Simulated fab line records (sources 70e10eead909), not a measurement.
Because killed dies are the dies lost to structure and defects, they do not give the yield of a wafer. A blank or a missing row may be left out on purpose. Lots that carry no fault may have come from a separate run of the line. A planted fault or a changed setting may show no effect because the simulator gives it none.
Struck lot and sound lot, side by side	flow nandHarc	14 steps out of a route of 1159
Sound: the wafers L696.1, L696.4, L696.5. Struck: wafer L704.5. (L704.1 of the same lot was not struck and is left out.) The cause comes at the end.
For every step that has rows: the tool of each side, followed by ch and its chambers, followed by its first start. Under that, the readings that differ: sound wafers	struck wafers	difference of the means	sigmas: that difference in standard deviations of wafers without a fault.
alike: words and numbers the same on both sides, and readings whose means are apart by under 2 such deviations; not compared: readings that were withheld, readings missing a value for some wafer, numbers with overlapping values and no deviation given by the record, and bounds like >300 which may hide the same value.
The two part at a step that has a row with sigmas, a row that says differs or no value, or rows on one side only. Numbers that don't overlap but have no deviation are shown without sigmas and don't part them. A reading that every wafer of one side lacks parts them only if that side has two wafers or more.

first, 1 step without rows for these wafers: NHARC_A_ONON_D1_DEP_03 (target thk 1000 nm).
NHARC_A_ONON_D1_THK_MEAS_05: measures by ellipsometry.
  sound on filmMetro-01, day 7 14:37; struck on filmMetro-01, day 9 16:29
  alike: thkNm
then, no rows for these wafers at 1 step: NHARC_A_ONON_D1_DEP_06 (target thk 1000 nm).
NHARC_A_ONON_D1_THK_MEAS_08: measures by ellipsometry.
  sound on filmMetro-01, day 7 15:11; struck on filmMetro-02, day 9 17:04
  alike: thkNm
then, no rows for these wafers at 1 step: NHARC_A_ONON_D1_DEP_09 (target thk 1000 nm).
NHARC_A_ONON_D1_THK_MEAS_11: measures by ellipsometry.
  sound on filmMetro-01, day 7 15:46; struck on filmMetro-01, day 9 17:38
  alike: thkNm
then, no rows for these wafers at 1 step: NHARC_A_ONON_D1_DEP_12 (target thk 1000 nm).
NHARC_A_ONON_D1_THK_MEAS_14: measures by ellipsometry.
  sound on filmMetro-02, day 7 16:20; struck on filmMetro-02, day 9 18:11
  alike: thkNm
then, 2 steps without rows for these wafers: NHARC_A_ONON_D1_ANNEAL_15 (time 3600 s); NHARC_A_ONON_D1_DEP_16 (target thk 1000 nm).
NHARC_A_ONON_D1_THK_MEAS_18: measures by ellipsometry.
  sound on filmMetro-02, day 7 23:26; struck on filmMetro-02, day 10 01:21
  alike: thkNm
NHARC_A_ONON_D1_DEP_19: target thk 1000 nm.
  sound on pecvdOnon-02 ch 0, day 7 23:29; struck on pecvdOnon-04 ch 0, day 10 01:25
reading	sound	struck	difference	sigmas
n2FlowSccm (sccm)	2741 2738 2733	2754	+17	+2
NHARC_A_ONON_D1_THK_MEAS_21: measures by ellipsometry.
  sound on filmMetro-02, day 8 00:00; struck on filmMetro-02, day 10 01:55
reading	sound	struck	difference	sigmas
thkNm (nm)	995 993 996	902	-93	-9
then, no rows for these wafers at 1 step: NHARC_A_ONON_D1_DEP_22 (target thk 1000 nm).

WHERE THEY PART
Last at NHARC_A_ONON_D1_THK_MEAS_21 as far as this record goes, first at NHARC_A_ONON_D1_DEP_19.

WHY: the cause the simulator had injected
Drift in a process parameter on pecvdOnon-04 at NHARC_A_ONON_D1_DEP_19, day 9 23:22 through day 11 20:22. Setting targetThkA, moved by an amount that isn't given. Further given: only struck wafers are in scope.
